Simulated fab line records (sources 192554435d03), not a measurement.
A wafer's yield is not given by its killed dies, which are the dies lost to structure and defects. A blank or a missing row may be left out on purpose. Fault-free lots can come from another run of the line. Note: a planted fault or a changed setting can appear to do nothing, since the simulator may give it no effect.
Chamber matching / flow n5-finfet / N5_PASSIVATION_STRIP_14 on rie-diel-01 has 4 sister chambers
The step strips in O2. 4 wafers are shown with their chamber, then 8 later ones without.

WAFERS PAIRED WITH THEIR CHAMBERS
wafer=L081.1; chamber=1; showerhead-plenum-p-Torr (Torr)=2.23
wafer=L081.4; chamber=0; showerhead-plenum-p-Torr (Torr)=2.04
wafer=L084.5; chamber=2; showerhead-plenum-p-Torr (Torr)=2.11
wafer=L086.3; chamber=3; showerhead-plenum-p-Torr (Torr)=2.12

WAFERS WITH NO CHAMBER GIVEN
wafer=L086.5; showerhead-plenum-p-Torr (Torr)=2.22
wafer=L086.6; showerhead-plenum-p-Torr (Torr)=2.04
wafer=L087.2; showerhead-plenum-p-Torr (Torr)=2.03
wafer=L087.4; showerhead-plenum-p-Torr (Torr)=2.22
wafer=L087.6; showerhead-plenum-p-Torr (Torr)=2.12
wafer=L093.1; showerhead-plenum-p-Torr (Torr)=2.09
wafer=L093.4; showerhead-plenum-p-Torr (Torr)=2.21
wafer=L093.5; showerhead-plenum-p-Torr (Torr)=2.09

WHICH CHAMBER EACH WENT THROUGH
wafer=L086.5; from the rows above=1; in truth=1
wafer=L086.6; from the rows above=0; in truth=0
wafer=L087.2; from the rows above=0; in truth=0
wafer=L087.4; from the rows above=1; in truth=1
wafer=L087.6; from the rows above=can't be placed: 3 or 2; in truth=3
wafer=L093.1; from the rows above=can't be placed: 2 or 3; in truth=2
wafer=L093.4; from the rows above=1; in truth=1
wafer=L093.5; from the rows above=can't be placed: 2 or 3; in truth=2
Correctly placed: 5 of 8. From these rows, 3 cannot be placed; in 3 the true chamber is one of the candidates. Placed wrongly: 0.
How it was worked out, from the rows above alone: a wafer's distance from a chamber is the root of the sum, over the readings, of the square of ((its reading less the chamber's mean) divided by the reading's scatter). The wafer belongs to the nearest chamber; if the next one is less than 2 further off, it can't be placed. Each chamber's mean is taken over the wafers shown for it. The scatter: root of mean squared gap, hidden wafer to nearest shown wafer, with one shown wafer a chamber.
